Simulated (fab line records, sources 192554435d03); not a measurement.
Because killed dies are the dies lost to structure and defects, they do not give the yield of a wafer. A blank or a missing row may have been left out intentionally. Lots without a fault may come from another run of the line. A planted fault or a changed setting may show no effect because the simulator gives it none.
Chamber matching || flow n5 finfet || 4 sister chambers for N5_ILD0_ALD_15 on ald sin-03
The step deposits SiNx, target thk 24 nm, pulse time 1 s, ald cycles 480. 4 wafers are shown with their chamber, then 9 later ones without.

## WAFERS PAIRED WITH THEIR CHAMBERS
{"wafer": "L080.4", "chamber": 2, "heater power w (W)": 739}
{"wafer": "L084.1", "chamber": 3, "heater power w (W)": 973}
{"wafer": "L084.3", "chamber": 0, "heater power w (W)": 761}
{"wafer": "L084.5", "chamber": 1, "heater power w (W)": 888}

## WAFERS WHOSE CHAMBER IS MISSING
{"wafer": "L089.1", "heater power w (W)": 765}
{"wafer": "L089.3", "heater power w (W)": 718}
{"wafer": "L089.4", "heater power w (W)": 1000}
{"wafer": "L090.1", "heater power w (W)": 736}
{"wafer": "L090.2", "heater power w (W)": 986}
{"wafer": "L090.3", "heater power w (W)": 888}
{"wafer": "L097.1", "heater power w (W)": 933}
{"wafer": "L097.4", "heater power w (W)": 857}
{"wafer": "L097.5", "heater power w (W)": 746}

## WHICH CHAMBER EACH WENT THROUGH
{"wafer": "L089.1", "from the rows above": "can't be placed: 0 or 2", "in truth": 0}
{"wafer": "L089.3", "from the rows above": "can't be placed: 2 or 0", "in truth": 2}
{"wafer": "L089.4", "from the rows above": 3, "in truth": 3}
{"wafer": "L090.1", "from the rows above": "can't be placed: 2 or 0", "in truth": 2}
{"wafer": "L090.2", "from the rows above": 3, "in truth": 3}
{"wafer": "L090.3", "from the rows above": 1, "in truth": 1}
{"wafer": "L097.1", "from the rows above": "can't be placed: 3 or 1", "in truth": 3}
{"wafer": "L097.4", "from the rows above": 1, "in truth": 1}
{"wafer": "L097.5", "from the rows above": "can't be placed: 2 or 0", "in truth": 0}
Correct placement for 4 of the 9. Not placeable from these rows: 5 (in 5, the candidates include the true chamber). 0 placed wrongly.
How it was worked out, from the rows above alone: a wafer's distance from a chamber is the root of the sum, over the readings, of the square of ((its reading less the chamber's mean) divided by the reading's scatter). The wafer belongs to the nearest chamber; if the next one is less than 2 further off, it can't be placed. A chamber's mean is the mean of its shown wafers. The scatter: root of mean squared gap, hidden wafer to nearest shown wafer, with one shown wafer a chamber.
